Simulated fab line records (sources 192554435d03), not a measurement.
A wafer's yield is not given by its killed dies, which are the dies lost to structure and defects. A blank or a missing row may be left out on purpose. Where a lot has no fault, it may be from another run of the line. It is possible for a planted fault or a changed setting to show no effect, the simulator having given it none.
Which tool did it? | flow n5Finfet | 36 wafers from 12 lots sampled at 4 of the route's 1938 steps

WHAT EACH GAUGE READ, for each wafer
N5_BEOL_M1_RS_MEAS_58: measurement is done with a four-point probe.
lot  | measured     | on           | M1_RS (ohm/sq)
L075 | day 6 16:15  | filmMetro-01 | 0.672 0.663 0.658
L077 | day 7 01:21  | filmMetro-02 | 0.690 0.689 0.663
L079 | day 7 14:13  | filmMetro-01 | 0.674 0.664 0.668
L082 | day 8 06:01  | filmMetro-01 | 0.680 0.689 0.661
L083 | day 8 20:57  | filmMetro-01 | 0.677 0.666 0.697
L086 | day 9 22:46  | filmMetro-01 | 0.709 0.677 0.657
L087 | day 10 01:54 | filmMetro-01 | 0.661 0.651 0.690
L089 | day 10 11:41 | filmMetro-02 | 0.727 0.673 0.687
L090 | day 10 15:18 | filmMetro-01 | 0.673 0.651 0.646
L093 | day 11 09:06 | filmMetro-02 | 0.734 0.677 0.672
L095 | day 11 17:44 | filmMetro-01 | 0.670 0.648 0.642
L096 | day 12 13:22 | filmMetro-02 | 0.667 0.710 0.692

WHICH TOOL RAN EACH LOT (tool, then ch and the chambers of the sampled wafers, then the start)
lot  | N5_BEOL_M1_DEGAS_44         | N5_BEOL_M1_ANNEAL_49        | N5_BEOL_M1_ANNEAL_95
L075 | pvdSputter-03, day 6 12:20  | pvdSputter-03, day 6 13:19  | pvdSputter-03, day 6 14:51
L077 | pvdSputter-02, day 6 21:50  | pvdSputter-01, day 6 22:30  | pvdSputter-01, day 7 00:02
L079 | pvdSputter-03, day 7 08:52  | pvdSputter-03, day 7 11:30  | pvdSputter-03, day 7 13:02
L082 | pvdSputter-01, day 8 02:03  | pvdSputter-03, day 8 03:04  | pvdSputter-03, day 8 04:37
L083 | pvdSputter-03, day 8 15:40  | pvdSputter-01, day 8 18:00  | pvdSputter-01, day 8 19:32
L086 | pvdSputter-01, day 9 17:16  | pvdSputter-01, day 9 19:55  | pvdSputter-01, day 9 21:28
L087 | pvdSputter-03, day 9 22:17  | pvdSputter-03, day 9 23:10  | pvdSputter-03, day 10 00:43
L089 | pvdSputter-01, day 10 07:59 | pvdSputter-02, day 10 08:57 | pvdSputter-02, day 10 10:29
L090 | pvdSputter-02, day 10 11:13 | pvdSputter-02, day 10 12:12 | pvdSputter-02, day 10 13:44
L093 | pvdSputter-03, day 11 05:20 | pvdSputter-02, day 11 06:23 | pvdSputter-02, day 11 07:55
L095 | pvdSputter-02, day 11 13:53 | pvdSputter-02, day 11 14:41 | pvdSputter-02, day 11 16:13
L096 | pvdSputter-03, day 12 09:49 | pvdSputter-01, day 12 10:38 | pvdSputter-01, day 12 12:10
- N5_BEOL_M1_DEGAS_44: time 60 s.
- N5_BEOL_M1_ANNEAL_49: time 240 s.
- N5_BEOL_M1_ANNEAL_95: time 240 s.

THE ANSWER, worked out from the rows above alone
Rule: the lots themselves supply what counts as usual. The widest of any qualifying gaps counts: lots, ordered by their means at a reading, are off when they make up no more than a third of the lots, leave a main group of 4 or more, and stand apart from it by 3 or more times the standard deviation of that group's means. Not used: any main group whose means are identical at the precision the tables above print for the reading. Also off: a lot with no number at a reading for which 4 or more lots have one. All remaining lots with rows at the step are treated as sound.
No lot is off at any reading shown: from this, nothing can be told.

WHAT HAD BEEN PUT IN BY THE SIMULATOR
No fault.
